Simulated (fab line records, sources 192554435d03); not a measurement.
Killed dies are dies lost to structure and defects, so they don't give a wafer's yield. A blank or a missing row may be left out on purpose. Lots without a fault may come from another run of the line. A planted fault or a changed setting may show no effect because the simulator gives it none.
Split-lot experiment | flow n5_finfet | 7 lots, 39 wafers read, on a route of 1938 steps

THE SPLIT
At N5_MOL_CONTACT_COAG_PRECLEAN_111 (cleans in NF3:NH3, afs cycles 1, time 20 s, sublimation time 60 s), the setting time_s was moved away from the recipe's 20 s on 12 of the 39 wafers read, by -58.3% to +54.7%. The other wafers ran this setting at the recipe's value.

FROM THE SPLIT TO THE READING: what the file shows between them, 6 steps
- N5_MOL_CONTACT_COAG_TI_SIL_19: material Ti, target thk 4.2 nm, time 15 s
- N5_MOL_CONTACT_COAG_ALD_20: deposits TiN, target thk 1.5 nm, pulse time 1 s, purge time 3 s
- N5_MOL_CONTACT_COAG_WET_ETCH_26: target Co, target depth 13 nm
- N5_MOL_CONTACT_COAG_WET_ETCH_116: etches the open film in SC1-inhibited, target depth 4.6 nm, rinse time 30 s
- N5_MOL_CONTACT_COAG_ALD_27: deposits SiOC, target thk 17 nm, pulse time 1.5 s, time 2720 s
- N5_MOL_CONTACT_COAG_CMP_28: polishes, stops on SiNx, t overpolish 0.85 s, target thk 14.522 nm

THE READING
MD_CAP_THK, in nm, at N5_MOL_CONTACT_COAG_THK_MEAS_29. Fault-free wafers of this fab line usually give 17.92 nm, standard deviation 0.09 nm.

wafer  | tool, chamber at the split | time_s as run, s | against the recipe | MD_CAP_THK, nm | against lot-mates on the recipe
L076.1 | remote_plasma-02, 1        | 8.334            | -58.3%             | 18.28          | +0.35
L076.2 | remote_plasma-02, 1        | 20               | recipe             | 17.97          | -
L076.3 | remote_plasma-02, 1        | 8.334            | -58.3%             | 18.45          | +0.52
L076.4 | remote_plasma-02, 1        | 8.334            | -58.3%             | 18.39          | +0.46
L076.5 | remote_plasma-02, 1        | 20               | recipe             | 17.95          | -
L076.6 | remote_plasma-02, 1        | 20               | recipe             | 17.87          | -
L078.1 | remote_plasma-01, 1        | 20               | recipe             | 18.05          | -
L078.2 | remote_plasma-01, 1        | 26.4             | +32.0%             | 17.74          | -0.25
L078.3 | remote_plasma-01, 1        | 20               | recipe             | 17.90          | -
L078.4 | remote_plasma-01, 1        | 26.4             | +32.0%             | 17.74          | -0.25
L078.5 | remote_plasma-01, 1        | 20               | recipe             | 18.03          | -
L078.6 | remote_plasma-01, 1        | 26.4             | +32.0%             | 17.65          | -0.34
L079.1 | remote_plasma-02, 1        | 20               | recipe             | 17.73          | -
L079.2 | remote_plasma-02, 1        | 25.21            | +26.0%             | 17.76          | -0.02
L079.3 | remote_plasma-02, 1        | 20               | recipe             | 17.85          | -
L079.4 | remote_plasma-02, 1        | 25.21            | +26.0%             | 17.60          | -0.18
L079.5 | remote_plasma-02, 1        | 20               | recipe             | 17.76          | -
L079.6 | remote_plasma-02, 1        | 25.21            | +26.0%             | 17.73          | -0.05
L081.3 | remote_plasma-02, 1        | 20               | recipe             | 17.95          | -
L081.4 | remote_plasma-02, 1        | 20               | recipe             | 18.01          | -
L081.5 | remote_plasma-02, 1        | 20               | recipe             | 17.99          | -
L089.1 | remote_plasma-02, 0        | 20               | recipe             | 17.99          | -
L089.2 | remote_plasma-02, 0        | 20               | recipe             | 18.00          | -
L089.3 | remote_plasma-02, 0        | 20               | recipe             | 17.89          | -
L089.4 | remote_plasma-02, 0        | 20               | recipe             | 17.97          | -
L089.5 | remote_plasma-02, 0        | 20               | recipe             | 18.01          | -
L089.6 | remote_plasma-02, 0        | 20               | recipe             | 17.96          | -
L095.1 | remote_plasma-01, 0        | 20               | recipe             | 17.85          | -
L095.2 | remote_plasma-01, 0        | 20               | recipe             | 17.79          | -
L095.3 | remote_plasma-01, 0        | 20               | recipe             | 17.94          | -
L095.4 | remote_plasma-01, 0        | 20               | recipe             | 17.95          | -
L095.5 | remote_plasma-01, 0        | 20               | recipe             | 17.97          | -
L095.6 | remote_plasma-01, 0        | 20               | recipe             | 17.86          | -
L096.1 | remote_plasma-01, 1        | 30.95            | +54.7%             | 17.59          | -0.39
L096.2 | remote_plasma-01, 1        | 20               | recipe             | 18.01          | -
L096.3 | remote_plasma-01, 1        | 30.95            | +54.7%             | 17.50          | -0.48
L096.4 | remote_plasma-01, 1        | 20               | recipe             | 17.93          | -
L096.5 | remote_plasma-01, 1        | 30.95            | +54.7%             | 17.53          | -0.45
L096.6 | remote_plasma-01, 1        | 20               | recipe             | 18.01          | -

THE FIT
A straight line over all 39 wafers: MD_CAP_THK changes by -0.00746 nm for each +1% of time_s; r = -0.92; the points scatter about the line by 0.078 nm.
The same after taking each lot's own level away (the mean of its wafers on the recipe; 39 wafers): -0.0076 nm for each +1%; r = -0.95; scatter 0.064 nm.
On that fit, the largest move of time_s shifts the reading by 0.44 nm.
The lots' own levels span 17.780 to 17.993 nm, that is 2.4 times the standard deviation above.
So the lot-to-lot level changes the slope little: the two slopes agree.
Check: with one of the wafers moved furthest among these (-58.3%) left out of the fit, the line predicts +0.47 nm for it against its lot-mates. It came out at +0.35 nm against them.

THE WHOLE CHAIN: every reading that the file lists as answering this split, in the file's order
step                             | what it does                                                      | reading                                                                             | change (the file's fit)                 | r (the file's)
N5_MOL_CONTACT_COAG_PRECLEAN_111 | cleans in NF3:NH3, afs cycles 1, time 20 s, sublimation time 60 s | SiNx_of_GATE_CUT_SAC_CAP_01.thk_nm (the simulator's own value, which no gauge read) | -0.00733 nm for each +1% of the setting | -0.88
N5_MOL_CONTACT_COAG_WET_ETCH_26  | target Co, target depth 13 nm                                     | SiNx_of_GATE_CUT_SAC_CAP_01.thk_nm (the simulator's own value, which no gauge read) | -0.00781 nm for each +1% of the setting | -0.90
N5_MOL_CONTACT_COAG_THK_MEAS_29  |                                                                   | MD_CAP_THK                                                                          | -0.00757 for each +1% of the setting    | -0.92
N5_MOL_CONTACT_COAG_ETCH_47      | etches SiNx in CH3F/O2, stops on W, target depth 27 nm            | etch.depth_nm (the simulator's own value, which no gauge read)                      | -0.00722 nm for each +1% of the setting | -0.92

THE FILE'S OWN FIT
MD_CAP_THK changes by -0.00757 nm for each +1% of time_s, r = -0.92.
